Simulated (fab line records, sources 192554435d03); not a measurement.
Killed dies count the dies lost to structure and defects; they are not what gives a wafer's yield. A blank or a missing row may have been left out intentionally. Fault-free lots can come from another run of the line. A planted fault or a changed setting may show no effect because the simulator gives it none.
Chamber matching | flow n5-finfet | ald-metal-02 running N5_HKMG_FIN_ALD_79: 4 sister chambers
The step deposits TiN, target thk 1.5 nm, pulse time 1 s, purge time 3 s. 8 wafers are shown with their chamber, then 7 later ones without.

== WAFERS PAIRED WITH THEIR CHAMBERS ==
wafer  | chamber | heater-power-w (W) | precursor-pulse-height-rel
L081.3 | 0       | 771                | 0.999
L082.1 | 0       | 794                | 0.971
L082.2 | 2       | 1002               | 0.984
L082.4 | 3       | 763                | 1.042
L082.5 | 3       | 770                | 0.964
L082.6 | 2       | 1017               | 1.004
L085.1 | 1       | 833                | 1.031
L085.4 | 1       | 824                | 1.011

== WAFERS WITHOUT THEIR CHAMBER ==
wafer  | heater-power-w (W) | precursor-pulse-height-rel
L085.5 | 751                | 1.001
L091.3 | 841                | 1.022
L091.4 | 776                | 0.946
L091.6 | 750                | 0.993
L095.1 | 782                | 0.983
L095.4 | 830                | 1.015
L095.5 | 1013               | 1.000

== CHAMBER TAKEN BY EACH ==
wafer  | from the rows above     | in truth
L085.5 | can't be placed: 3 or 0 | 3
L091.3 | 1                       | 1
L091.4 | can't be placed: 0 or 3 | 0
L091.6 | can't be placed: 3 or 0 | 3
L095.1 | can't be placed: 0 or 3 | 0
L095.4 | 1                       | 1
L095.5 | 2                       | 2
Correctly placed: 3 of 7. From these rows, 4 cannot be placed; in 4 the true chamber is one of the candidates. Number placed wrongly: 0.
How it was worked out, from the rows above alone: a wafer's distance from a chamber is the root of the sum, over the readings, of the square of ((its reading less the chamber's mean) divided by the reading's scatter). The wafer belongs to the nearest chamber; if the next one is less than 2 further off, it can't be placed. For every chamber, the mean is computed from those of its wafers that are shown. The scatter: take each reading less its chamber's mean, square it, sum over the shown wafers, divide by the number of wafers less the number of chambers, and take the root.
